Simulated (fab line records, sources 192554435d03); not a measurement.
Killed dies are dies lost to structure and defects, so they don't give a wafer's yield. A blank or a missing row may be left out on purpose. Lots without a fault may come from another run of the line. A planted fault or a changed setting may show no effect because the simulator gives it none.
A struck lot beside a sound one | flow n5_finfet | 14 steps out of a route of 1938
Sound: wafers L951.3, L951.4, L951.5. Struck: wafers L962.2, L962.5, L962.6. The cause comes at the end.
At each step with rows: each side's tool, then ch and its chambers, then its first start. Under that, the readings that differ: sound wafers | struck wafers | difference of the means | sigmas: that difference in standard deviations of wafers without a fault.
alike: readings whose means differ by less than 2 such deviations, and words and numbers that are the same on both sides. not compared: withheld readings, readings that some wafer has no value for, bounds like >300 that may hide the same value, and numbers for which the record gives no deviation and whose values overlap.
The two part at a step that has a row with sigmas, a row that says differs or no value, or rows on one side only. Numbers that don't overlap but have no deviation are shown without sigmas and don't part them. A reading that every wafer of one side lacks parts them only if that side has two wafers or more.

N5_BEOL_M0_SAQP_PECVD_03: deposits SiCN from 3MS/NH3, target thk 12 nm, time 21.1 s.
  sound on pecvd-02 ch 0,1, day 7 09:37; struck on pecvd-03 ch 0,1, day 10 04:11
  alike: showerhead_plenum_p_Torr, throttle_valve_pct
N5_BEOL_M0_SAQP_PECVD_96: deposits a-Si from SiH4/He, target thk 45 nm, time 45.2 s.
  sound on pecvd-02 ch 0,1, day 7 09:38; struck on pecvd-03 ch 0,1, day 10 04:14
  alike: heater_power_w, showerhead_plenum_p_Torr, throttle_valve_pct
N5_BEOL_M0_SAQP_PECVD_97: deposits SiNx from SiH4/NH3/N2, target thk 23 nm, time 19.9 s.
  sound on pecvd-02 ch 0,1, day 7 09:41; struck on pecvd-03 ch 0,1, day 10 04:18
  alike: heater_power_w, showerhead_plenum_p_Torr, throttle_valve_pct
N5_BEOL_M0_SAQP_PECVD_04: deposits a-Si from SiH4/He, target thk 60 nm, time 60.2 s.
  sound on pecvd-02 ch 0,1, day 7 09:44; struck on pecvd-03 ch 0,1, day 10 04:22
  alike: heater_power_w, showerhead_plenum_p_Torr, throttle_valve_pct
N5_BEOL_M0_SAQP_THK_MEAS_05:
  sound on film_metro-01, day 7 09:49; struck on film_metro-01, day 10 04:29
  alike: thk_nm
N5_BEOL_M0_SAQP_HM_DEP_111: deposits SiO2 from SiH4/N2O, target thk 12 nm, time 7.2 s.
  sound on pecvd-02 ch 1,2, day 7 09:52; struck on pecvd-01 ch 0,1, day 10 04:32
  alike: heater_power_w, showerhead_plenum_p_Torr
then, 6 steps without rows for these wafers: N5_BEOL_M0_SAQP_COAT_81 (time 60 s, resist thk 100 nm); N5_BEOL_M0_SAQP_COAT_82 (time 60 s, resist thk 30 nm); N5_BEOL_M0_SAQP_COAT_08 (resist thk 90 nm); N5_BEOL_M0_SAQP_EBR_10; N5_BEOL_M0_SAQP_SOFTBAKE_09 (time 60 s); N5_BEOL_M0_SAQP_EXPOSE_11 (exposes mask M0 CORE, target cd 42 nm).
N5_BEOL_M0_SAQP_PEB_12: peb time 60 s.
  sound on litho_track-04 ch 0, day 7 10:07; struck on litho_track-01, day 10 04:56
  no value came back on the struck wafers for chill_plate_temp_C (C), exhaust_pa (Pa), resist_line_temp_C (C); on the sound wafers chill_plate_temp_C (C) reads 23.28 23.05 23.01
then, 1 step without rows for these wafers: N5_BEOL_M0_SAQP_DEVELOP_13 (develop time 30 s).

WHERE THEY PART
Only at N5_BEOL_M0_SAQP_PEB_12, within this record.

WHY: what the simulator had put in
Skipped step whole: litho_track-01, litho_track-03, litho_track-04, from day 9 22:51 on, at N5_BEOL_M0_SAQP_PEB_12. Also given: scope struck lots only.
